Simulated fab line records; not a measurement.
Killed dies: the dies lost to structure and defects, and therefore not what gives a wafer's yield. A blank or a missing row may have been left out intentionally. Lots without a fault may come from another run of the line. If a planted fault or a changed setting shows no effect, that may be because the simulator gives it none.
Chamber matching    flow nand-harc    3 sister chambers for NHARC_A_STAIRCASE_DEP_301 on pecvd-04
The step deposits SiON, target thk 30 nm. 14 wafers are shown with their chamber, then 7 later ones without.

== WAFERS PAIRED WITH THEIR CHAMBERS ==
wafer   chamber  heater-power-outer-w (W)  heater-power-w (W)
L075.1  1        406                       657
L075.3  0        467                       754
L075.6  2        391                       660
L077.1  2        362                       619
L077.5  0        476                       770
L077.6  2        356                       642
L083.1  0        531                       831
L083.5  0        528                       842
L083.6  2        366                       624
L084.2  0        457                       724
L084.3  1        438                       720
L084.5  0        462                       753
L087.4  1        403                       670
L087.5  2        357                       604

SIGNATURES (means of the wafers above)
reading               chamber 0  chamber 1  chamber 2  scatter within a chamber
heater-power-outer-w  486.83     415.67     366.40     25.6
heater-power-w        779.00     682.33     629.80     37.1
Rule: a wafer lies at a distance from a chamber equal to the root of the sum of squares, over the readings, of (its reading less the chamber's mean, divided by the reading's scatter). The wafer belongs to the nearest chamber; if the next one is less than 2 further off, it can't be placed. The scatter: the root of (the sum of the squares of (reading less its chamber's mean) over the shown wafers, divided by (wafers less chambers)).

== WAFERS WHOSE CHAMBER IS MISSING ==
wafer   heater-power-outer-w (W)  heater-power-w (W)
L087.6  487                       784
L088.1  513                       783
L088.3  406                       678
L088.4  439                       733
L095.1  424                       694
L095.2  387                       662
L095.5  455                       735

== THE CHAMBER EACH PASSED THROUGH ==
wafer   from the rows above      in truth
L087.6  0                        0
L088.1  0                        0
L088.3  can't be placed: 1 or 2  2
L088.4  can't be placed: 1 or 0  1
L095.1  1                        1
L095.2  can't be placed: 2 or 1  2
L095.5  can't be placed: 0 or 1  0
Correct placement for 3 of the 7. Cannot be placed on the basis of these rows: 4; the candidates contain the true chamber in 4. Placed wrongly: 0.
